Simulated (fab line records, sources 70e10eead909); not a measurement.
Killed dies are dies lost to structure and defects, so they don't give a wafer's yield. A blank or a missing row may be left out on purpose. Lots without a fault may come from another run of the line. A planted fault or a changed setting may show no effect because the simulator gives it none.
A struck lot beside a sound one | flow nand_harc | 13 steps out of a route of 1302
Sound: wafers L143.1, L143.3, L143.4. Struck: wafer L149.3. (L149.2, L149.4 of the same lot were not struck and are left out.) The cause comes at the end.
At each step with rows: each side's tool, then ch and its chambers, then its first start. Under that, the readings that differ: sound wafers | struck wafers | difference of the means | sigmas: that difference in standard deviations of wafers without a fault.
alike: readings whose means differ by less than 2 such deviations, and words and numbers that are the same on both sides. not compared: withheld readings, readings that some wafer has no value for, bounds like >300 that may hide the same value, and numbers for which the record gives no deviation and whose values overlap.
The two part at a step that has a row with sigmas, a row that says differs or no value, or rows on one side only. Numbers that don't overlap but have no deviation are shown without sigmas and don't part them. A reading that every wafer of one side lacks parts them only if that side has two wafers or more.

first, 6 steps without rows for these wafers: NHARC_A_STAIRCASE_EBR_180; NHARC_A_STAIRCASE_EXPOSE_181 (exposes mask STAIR 2); NHARC_A_STAIRCASE_PEB_182 (peb time 130 s); NHARC_A_STAIRCASE_DEVELOP_183 (time 140 s); NHARC_A_STAIRCASE_HARDBAKE_185 (time 140 s); NHARC_A_STAIRCASE_DESCUM_186 (chemistry O2, time 3 s).
NHARC_A_STAIRCASE_TRIM_187: chemistry O2, time 211.2 s.
  sound on rie_diel-08 ch 0,1,2, day 17 11:01; struck on rie_diel-08 ch 3, day 20 03:47
  reading                | sound          | struck | difference | sigmas
  rf_hours_counter_h (h) | 8 9 8          | 26     | +18        |
  rf_vpp_V (V)           | 57.2 57.8 56.9 | 60.0   | +2.7       | +3
  alike: drypump_motor_current_A, oes_product_au, showerhead_plenum_p_Torr, throttle_valve_pct
NHARC_A_STAIRCASE_ETCH_188: etches the open film in C4F8/O2, target depth 100 nm, time 40.5 s.
  sound on rie_diel-08 ch 0,1,2; struck on rie_diel-08 ch 3
  reading                | sound | struck | difference | sigmas
  rf_hours_counter_h (h) | 8 8 9 | 26     | +18        |
  alike: oes_product_au, rf_vpp_V
NHARC_A_STAIRCASE_TRIM_189: chemistry O2, time 211.2 s.
  sound on rie_diel-08 ch 0,1,3; struck on rie_diel-08 ch 1
  reading                | sound | struck | difference | sigmas
  rf_hours_counter_h (h) | 9 7 8 | 30     | +22        |
  alike: drypump_motor_current_A, oes_product_au, rf_vpp_V, showerhead_plenum_p_Torr, throttle_valve_pct
then, 1 step without rows for these wafers: NHARC_A_STAIRCASE_ETCH_190 (etches the open film in C4F8/O2, target depth 100 nm, time 40.5 s).
NHARC_A_STAIRCASE_TRIM_191: chemistry O2, time 211.2 s.
  sound on rie_diel-08 ch 0,2,3; struck on rie_diel-08 ch 0
  reading                | sound          | struck | difference | sigmas
  rf_hours_counter_h (h) | 8 7 8          | 29     | +21        |
  rf_vpp_V (V)           | 59.6 57.6 58.1 | 56.6   | -1.8       | -2
  alike: drypump_motor_current_A, oes_product_au, showerhead_plenum_p_Torr, throttle_valve_pct
NHARC_A_STAIRCASE_ETCH_192: etches the open film in C4F8/O2, target depth 100 nm, time 40.5 s.
  sound on rie_diel-08 ch 0,1,3, day 17 11:38; struck on rie_diel-08 ch 2, day 20 04:31
  reading                | sound             | struck | difference | sigmas
  oes_product_au (a.u.)  | 0.959 0.940 0.962 | 0.763  | -0.191     | -16
  rf_hours_counter_h (h) | 9 7 8             | 27     | +19        |
  alike: rf_vpp_V
NHARC_A_STAIRCASE_TRIM_193: chemistry O2, time 211.2 s.
  sound on rie_diel-08 ch 0,1,3; struck on rie_diel-08 ch 2
  reading                | sound          | struck | difference | sigmas
  rf_hours_counter_h (h) | 8 7 9          | 27     | +19        |
  rf_vpp_V (V)           | 57.0 58.0 58.3 | 56.0   | -1.8       | -2
  alike: drypump_motor_current_A, oes_product_au, showerhead_plenum_p_Torr, throttle_valve_pct

WHERE THEY PART
First at NHARC_A_STAIRCASE_TRIM_187; last, within this record, at NHARC_A_STAIRCASE_TRIM_193.

WHY: what the simulator had put in
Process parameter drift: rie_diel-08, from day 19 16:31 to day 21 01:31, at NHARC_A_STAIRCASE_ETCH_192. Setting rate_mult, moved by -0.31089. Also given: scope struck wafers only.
